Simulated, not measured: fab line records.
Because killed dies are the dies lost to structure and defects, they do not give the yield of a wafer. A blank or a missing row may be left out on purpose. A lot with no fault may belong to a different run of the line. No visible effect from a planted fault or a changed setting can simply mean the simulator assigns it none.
Which tool did it?	flow nand harc	24 lots, 72 wafers sampled, at 5 steps of a route of 1302

== WHAT THE GAUGES SHOWED, per wafer ==
NHARC_P_BONDPAD_CD_MEAS_13. Usual: cd nm at 499.8 nm, with a standard deviation of 1.9.
lot	measured	on	cd nm (nm)	flag
L074	day 6 14:53	cd sem-03	497.9 498.8 500.0	
L075	day 6 22:23	cd sem-01	498.2 498.0 498.7	
L076	day 7 15:17	cd sem-03	498.9 499.7 496.6	
L077	day 7 19:32	cd sem-03	500.0 499.0 500.0	
L078	day 8 12:13	cd sem-01	502.9 501.0 502.7	
L079	day 8 12:44	cd sem-01	499.0 500.6 497.9	
L080	day 8 22:10	cd sem-03	502.0 503.7 501.9	
L081	day 9 09:12	cd sem-03	500.6 501.5 499.7	
L082	day 9 23:21	cd sem-03	499.8 499.3 498.1	
L083	day 10 14:07	cd sem-01	500.3 498.3 499.0	
L084	day 10 17:50	cd sem-03	499.3 497.7 498.1	
L085	day 11 01:11	cd sem-01	499.5 497.9 503.7	
L086	day 11 12:27	cd sem-02	499.1 496.1 497.6	
L087	day 11 22:42	cd sem-03	501.1 503.2 498.4	
L088	day 12 18:35	cd sem-01	501.1 505.1 500.9	
L089	day 12 22:00	cd sem-02	497.5 497.5 499.6	
L090	day 13 04:54	cd sem-02	498.4 498.2 499.8	
L091	day 13 14:07	cd sem-03	497.0 501.2 500.6	
L092	day 13 23:01	cd sem-02	499.2 500.6 498.8	
L093	day 14 18:22	cd sem-01	499.6 501.2 502.3	
L094	day 14 23:10	cd sem-02	499.9 499.8 501.8	
L095	day 15 12:47	cd sem-03	499.3 499.1 502.2	
L096	day 15 21:22	cd sem-02	499.5 496.8 499.2	
L097	day 16 01:12	cd sem-02	503.6 500.8 502.3	

== WHICH TOOL RAN EACH LOT (tool, then ch and the chambers of the sampled wafers, then the start) ==
lot	NHARC_P_CONTACT_DESCUM_17	NHARC_P_CONTACT_ALD_22	NHARC_P_M2_STRIP_18	NHARC_P_M2_CMP_23
L074	rie diel-11 ch 1,2, day 5 21:52	ald metal-02 ch 1,2,3, day 5 23:44	rie diel-08 ch 0,1, day 6 10:16	cmp-01 ch 0,3, day 6 12:01
L075	rie diel-11 ch 0,1, day 6 04:58	ald metal-01 ch 0,1,3, day 6 06:49	rie diel-02 ch 0,1, day 6 17:35	cmp-04 ch 0,2, day 6 19:20
L076	rie diel-12 ch 0,1,2, day 6 21:21	ald metal-03 ch 0,2, day 6 23:16	rie diel-02 ch 0,1,3, day 7 10:35	cmp-02 ch 0,1, day 7 12:20
L077	rie diel-11 ch 1,2,3, day 7 01:54	ald metal-02 ch 0,3, day 7 03:46	rie diel-08 ch 0,1,2, day 7 15:00	cmp-02 ch 0,1, day 7 16:46
L078	rie diel-05 ch 1,2,3, day 7 18:49	ald metal-01 ch 1,3, day 7 20:39	rie diel-09 ch 0,1,2, day 8 07:37	cmp-01 ch 0,1,3, day 8 09:23
L079	rie diel-12 ch 1,3, day 7 19:08	ald metal-02 ch 1,3, day 7 20:58	rie diel-08 ch 0,1,3, day 8 08:09	cmp-01 ch 0,3, day 8 09:55
L080	rie diel-11 ch 1,2,3, day 8 04:44	ald metal-03 ch 0,1,3, day 8 06:32	rie diel-09 ch 0,1,3, day 8 17:41	cmp-02 ch 0,1,3, day 8 19:25
L081	rie diel-05 ch 1,2, day 8 15:19	ald metal-03 ch 1,3, day 8 17:31	rie diel-09 ch 1,3, day 9 04:31	cmp-04 ch 0,2, day 9 06:16
L082	rie diel-12 ch 1,2,3, day 9 05:44	ald metal-02 ch 1,3, day 9 08:04	rie diel-02 ch 1,3, day 9 18:54	cmp-02 ch 0,2, day 9 20:37
L083	rie diel-05 ch 0,2,3, day 9 19:44	ald metal-01 ch 1,2, day 9 21:42	rie diel-08 ch 0,3, day 10 08:54	cmp-04 ch 1,2, day 10 11:10
L084	rie diel-12 ch 0,1,3, day 10 00:37	ald metal-02 ch 0,1,3, day 10 02:27	rie diel-09 ch 0,1,3, day 10 13:29	cmp-01 ch 0,2,3, day 10 15:14
L085	rie diel-05 ch 2,3, day 10 07:41	ald metal-02 ch 1,2,3, day 10 09:33	rie diel-08 ch 0,1, day 10 20:26	cmp-01 ch 2,3, day 10 22:10
L086	rie diel-11 ch 0,2,3, day 10 19:02	ald metal-03 ch 0,1,2, day 10 20:52	rie diel-02 ch 0,1,2, day 11 07:56	cmp-01 ch 1,2,3, day 11 09:40
L087	rie diel-12 ch 0,3, day 11 05:29	ald metal-01 ch 0,3, day 11 07:19	rie diel-08 ch 2,3, day 11 18:13	cmp-02 ch 0,1, day 11 20:01
L088	rie diel-05 ch 1,3, day 12 01:32	ald metal-01 ch 1,2, day 12 03:23	rie diel-02 ch 0,2,3, day 12 14:12	cmp-01 ch 2,3, day 12 15:55
L089	rie diel-05 ch 1,2, day 12 04:11	ald metal-02 ch 0,1,2, day 12 06:02	rie diel-02 ch 0,1,2, day 12 17:29	cmp-01 ch 1,2,3, day 12 19:16
L090	rie diel-11 ch 1,3, day 12 10:03	ald metal-01 ch 0,1,2, day 12 11:56	rie diel-02 ch 1,3, day 13 00:07	cmp-02 ch 1,2, day 13 02:07
L091	rie diel-05 ch 0,1,2, day 12 19:58	ald metal-02 ch 0,1,2, day 12 21:47	rie diel-08 ch 0,1,2, day 13 09:06	cmp-02 ch 0,1,3, day 13 11:18
L092	rie diel-11 ch 1,2, day 13 06:01	ald metal-01 ch 0,1,3, day 13 07:52	rie diel-09 ch 1,2,3, day 13 18:29	cmp-04 ch 0,1,3, day 13 20:17
L093	rie diel-12 ch 0,1, day 14 00:48	ald metal-01 ch 1,2,3, day 14 02:40	rie diel-02 ch 0,3, day 14 13:50	cmp-04 ch 1,2, day 14 15:35
L094	rie diel-11 ch 0,1,2, day 14 05:38	ald metal-02 ch 0,1,2, day 14 07:29	rie diel-08 ch 1,2,3, day 14 18:28	cmp-01 ch 0,2,3, day 14 20:22
L095	rie diel-12 ch 0,1,2, day 14 19:28	ald metal-01 ch 0,2, day 14 21:17	rie diel-08 ch 0,1,2, day 15 08:16	cmp-04 ch 0,2, day 15 09:59
L096	rie diel-11 ch 2,3, day 15 04:04	ald metal-03 ch 0,2,3, day 15 05:56	rie diel-08 ch 1,2, day 15 16:49	cmp-01 ch 0,1, day 15 18:35
L097	rie diel-12 ch 1,2, day 15 07:34	ald metal-02 ch 1,2,3, day 15 09:29	rie diel-09 ch 0,1,3, day 15 20:50	cmp-02 ch 0,1,3, day 15 22:34
- NHARC_P_CONTACT_DESCUM_17: chemistry O2, time 3 s.
- NHARC_P_CONTACT_ALD_22: deposits TiN, target thk 3 nm, pulse time 1 s, ald cycles 150.
- NHARC_P_M2_STRIP_18: strips in N2/H2.
- NHARC_P_M2_CMP_23: polishes, t overpolish 20 s, target thk 144.3 nm.

== WHAT THE TOOLS THEMSELVES READ (means of the sampled wafers that have a number; where no wafer has one, the mark that the record gives instead) ==
NHARC_P_CONTACT_DESCUM_17. Usual: drypump motor current A 5.9 A, standard deviation 0.54; oes product au 1.003 a.u., standard deviation 0.01; rf vpp V 58.0 V, standard deviation 0.95; showerhead plenum p Torr 1.93 Torr, standard deviation 0.081; throttle valve pct 11.311 %, standard deviation 0.0095.
lot	tool	drypump motor current A (A)	oes product au (a.u.)	rf vpp V (V)	showerhead plenum p Torr (Torr)	throttle valve pct (%)	flag
L074	rie diel-11	5.9	0.985	59.4	2.01	11.317	
L075	rie diel-11	6.5	1.008	58.6	2.00	11.305	
L076	rie diel-12	5.5	0.995	57.2	1.93	11.306	
L077	rie diel-11	5.9	1.000	58.5	1.99	11.307	
L078	rie diel-05	6.3	1.004	58.1	1.85	11.310	
L079	rie diel-12	5.2	1.006	57.7	1.95	11.307	
L080	rie diel-11	5.9	1.004	58.5	1.99	11.314	
L081	rie diel-05	6.6	1.005	57.4	1.87	11.327	
L082	rie diel-12	5.6	1.013	58.2	1.90	11.316	
L083	rie diel-05	5.9	0.999	58.4	1.89	11.315	
L084	rie diel-12	5.3	1.006	58.5	1.93	11.309	
L085	rie diel-05	6.4	1.000	57.4	1.83	11.317	
L086	rie diel-11	6.2	1.004	59.4	1.99	11.298	
L087	rie diel-12	5.4	1.001	58.6	1.88	11.309	
L088	rie diel-05	6.1	1.000	56.9	1.82	11.311	
L089	rie diel-05	6.5	1.001	57.2	1.89	11.315	
L090	rie diel-11	5.8	1.003	56.8	1.94	11.310	
L091	rie diel-05	6.1	0.999	57.9	1.93	11.320	
L092	rie diel-11	5.9	1.019	59.4	2.01	11.304	
L093	rie diel-12	5.2	1.000	57.3	1.96	11.309	
L094	rie diel-11	6.2	1.021	58.0	2.01	11.304	
L095	rie diel-12	5.5	0.993	58.0	1.93	11.307	
L096	rie diel-11	5.9	1.008	58.6	2.01	11.316	
L097	rie diel-12	5.8	0.998	57.5	1.90	11.306	

NHARC_P_CONTACT_ALD_22. Usual: heater power w 1065 W, standard deviation 94; precursor pulse height rel 1.001, standard deviation 0.021.
lot	tool	heater power w (W)	precursor pulse height rel	flag
L074	ald metal-02	1115	1.007	
L075	ald metal-01	1043	1.020	
L076	ald metal-03	1206	1.000	
L077	ald metal-02	1066	1.000	
L078	ald metal-01	997	0.999	
L079	ald metal-02	1152	1.005	
L080	ald metal-03	1118	1.004	
L081	ald metal-03	971	1.001	
L082	ald metal-02	1149	1.002	
L083	ald metal-01	964	1.001	
L084	ald metal-02	1083	0.993	
L085	ald metal-02	1123	1.012	
L086	ald metal-03	1154	1.004	
L087	ald metal-01	1007	0.981	
L088	ald metal-01	1025	1.018	
L089	ald metal-02	1084	0.992	
L090	ald metal-01	1021	1.019	
L091	ald metal-02	1079	0.987	
L092	ald metal-01	1052	1.015	
L093	ald metal-01	997	0.985	
L094	ald metal-02	1068	0.996	
L095	ald metal-01	942	0.984	
L096	ald metal-03	1202	0.990	
L097	ald metal-02	1088	1.019	

NHARC_P_M2_STRIP_18. Usual: drypump motor current A 5.3 A, standard deviation 0.45; oes product au 0.994 a.u., standard deviation 0.0097; rf vpp V 90.8 V, standard deviation 1; showerhead plenum p Torr 2.06 Torr, standard deviation 0.099; throttle valve pct 14.171 %, standard deviation 0.0093.
lot	tool	drypump motor current A (A)	oes product au (a.u.)	rf vpp V (V)	showerhead plenum p Torr (Torr)	throttle valve pct (%)	flag
L074	rie diel-08	5.0	1.007	90.6	2.03	14.164	
L075	rie diel-02	6.1	0.987	91.5	2.07	14.174	
L076	rie diel-02	5.7	0.988	91.2	2.10	14.178	
L077	rie diel-08	5.0	0.997	90.8	2.08	14.172	
L078	rie diel-09	5.4	0.985	91.4	2.05	14.167	
L079	rie diel-08	5.1	0.998	90.6	2.02	14.174	
L080	rie diel-09	5.6	0.980	90.4	2.03	14.176	
L081	rie diel-09	5.3	0.990	90.3	2.02	14.176	
L082	rie diel-02	5.9	0.995	91.1	2.06	14.165	
L083	rie diel-08	5.0	1.012	90.7	1.93	14.159	
L084	rie diel-09	5.6	0.984	90.9	2.03	14.181	
L085	rie diel-08	5.0	0.999	91.1	2.03	14.169	
L086	rie diel-02	5.8	0.995	90.7	2.09	14.170	
L087	rie diel-08	5.1	0.993	90.2	1.97	14.174	
L088	rie diel-02	5.4	0.988	90.1	2.13	14.178	
L089	rie diel-02	5.8	0.983	90.8	2.09	14.165	
L090	rie diel-02	5.6	0.988	90.9	2.09	14.170	
L091	rie diel-08	4.9	0.996	91.1	2.08	14.166	
L092	rie diel-09	5.2	0.992	91.0	2.04	14.174	
L093	rie diel-02	5.3	0.993	91.2	2.14	14.159	
L094	rie diel-08	5.0	1.000	91.3	2.07	14.170	
L095	rie diel-08	5.0	0.999	90.0	2.08	14.163	
L096	rie diel-08	4.9	0.993	91.6	2.12	14.169	
L097	rie diel-09	5.6	0.998	90.7	2.02	14.174	

NHARC_P_M2_CMP_23. Usual: edge zone pressure frac 1.001, standard deviation 0.0048; motor current A 12.4 A, standard deviation 1.2; time to endpoint s 28.5 s, standard deviation 2.3.
lot	tool	edge zone pressure frac	motor current A (A)	time to endpoint s (s)	flag
L074	cmp-01	1.002	12.4	30.2	
L075	cmp-04	1.003	13.9	30.1	
L076	cmp-02	0.999	12.8	30.7	
L077	cmp-02	1.005	12.6	28.6	
L078	cmp-01	0.999	12.2	29.3	
L079	cmp-01	1.000	12.5	25.8	
L080	cmp-02	1.001	12.1	30.2	
L081	cmp-04	1.006	13.7	28.0	
L082	cmp-02	1.000	12.7	31.7	
L083	cmp-04	1.000	13.1	26.3	
L084	cmp-01	1.003	12.8	25.2	
L085	cmp-01	1.004	12.5	26.9	
L086	cmp-01	1.000	12.5	26.0	
L087	cmp-02	0.998	12.4	27.7	
L088	cmp-01	1.002	13.1	29.2	
L089	cmp-01	1.004	12.1	28.8	
L090	cmp-02	1.000	13.3	28.1	
L091	cmp-02	1.002	11.8	31.4	
L092	cmp-04	1.001	12.0	29.8	
L093	cmp-04	0.996	13.2	28.0	
L094	cmp-01	1.004	12.8	29.4	
L095	cmp-04	1.001	13.4	30.5	
L096	cmp-01	1.002	11.5	28.3	
L097	cmp-02	0.998	11.6	29.3	

== THE ANSWER, worked out from the rows above alone ==
Rule: a lot is off if the mean of its wafers that have a number lies more than 3 standard deviations from the usual mean. A lot without any number at a reading at which 4 lots or more have one is off too. The other lots that the step has rows for count as sound. First the gauges in route order, then the tools' own readings, where a lot's mean is used as printed above. The first step at which some lot is off is used, and at that step the reading that is off furthest; a lot without a number counts as furthest.
No lot is off at any reading shown: from this, nothing can be told.

== WHAT WAS PUT IN BY THE SIMULATOR ==
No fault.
